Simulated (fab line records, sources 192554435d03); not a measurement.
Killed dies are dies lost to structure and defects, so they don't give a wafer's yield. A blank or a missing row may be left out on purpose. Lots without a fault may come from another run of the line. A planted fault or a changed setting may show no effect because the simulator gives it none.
Chamber matching | flow n5_finfet | N5_BEOL_M5_STRIP_36 on rie_diel-03: 4 sister chambers
The step strips in N2/H2. 16 wafers are shown with their chamber, then 8 later ones without.

WAFERS WITH THEIR CHAMBER
wafer  | chamber | throttle_valve_pct (%) | showerhead_plenum_p_Torr (Torr) | drypump_motor_current_A (A)
L076.3 | 3       | 24.7                   | 2.64                            | 5.9
L076.4 | 0       | 23.5                   | 2.69                            | 5.3
L076.6 | 2       | 23.3                   | 2.44                            | 5.2
L075.3 | 3       | 24.7                   | 2.63                            | 5.9
L075.4 | 3       | 24.7                   | 2.63                            | 5.9
L075.6 | 1       | 23.1                   | 2.68                            | 6.0
L079.3 | 3       | 24.7                   | 2.63                            | 5.9
L079.4 | 1       | 23.1                   | 2.68                            | 6.0
L079.6 | 3       | 24.8                   | 2.63                            | 5.9
L082.1 | 1       | 23.1                   | 2.68                            | 6.0
L082.4 | 0       | 23.5                   | 2.69                            | 5.2
L082.5 | 1       | 23.1                   | 2.67                            | 6.0
L083.1 | 0       | 23.5                   | 2.69                            | 5.3
L083.2 | 1       | 23.1                   | 2.67                            | 6.0
L083.5 | 3       | 24.7                   | 2.63                            | 5.9
L088.2 | 2       | 23.3                   | 2.44                            | 5.3

SIGNATURES (means of the wafers above)
reading                  | chamber 0 | chamber 1 | chamber 2 | chamber 3 | scatter within a chamber
throttle_valve_pct       | 23.500    | 23.100    | 23.300    | 24.717    | 0.0264
showerhead_plenum_p_Torr | 2.6900    | 2.6760    | 2.4400    | 2.6317    | 0.00412
drypump_motor_current_A  | 5.267     | 6.000     | 5.250     | 5.900     | 0.0312
Rule: a wafer's distance from a chamber is the root of the sum, over the readings, of the square of ((its reading less the chamber's mean) divided by the reading's scatter). The wafer belongs to the nearest chamber; if the next one is less than 2 further off, it can't be placed. The scatter: the root of (the sum of the squares of (reading less its chamber's mean) over the shown wafers, divided by (wafers less chambers)).

WAFERS WITHOUT THEIR CHAMBER
wafer  | throttle_valve_pct (%) | showerhead_plenum_p_Torr (Torr) | drypump_motor_current_A (A)
L088.5 | 23.3                   | 2.44                            | 5.3
L088.6 | 24.4                   | 2.63                            | 5.9
L094.4 | 23.3                   | 2.43                            | 5.2
L094.5 | 23.5                   | 2.68                            | 5.2
L094.6 | 24.5                   | 2.63                            | 5.9
L096.1 | 23.2                   | 2.66                            | 6.0
L096.2 | 24.5                   | 2.63                            | 5.9
L096.4 | 23.5                   | 2.68                            | 5.2

WHICH CHAMBER EACH WENT THROUGH
wafer  | from the rows above | in truth
L088.5 | 2                   | 2
L088.6 | 3                   | 3
L094.4 | 2                   | 2
L094.5 | 0                   | 0
L094.6 | 3                   | 3
L096.1 | 1                   | 1
L096.2 | 3                   | 3
L096.4 | 0                   | 0
Placed correctly: 8 of 8. Can't be placed from these rows: 0. Placed wrongly: 0.
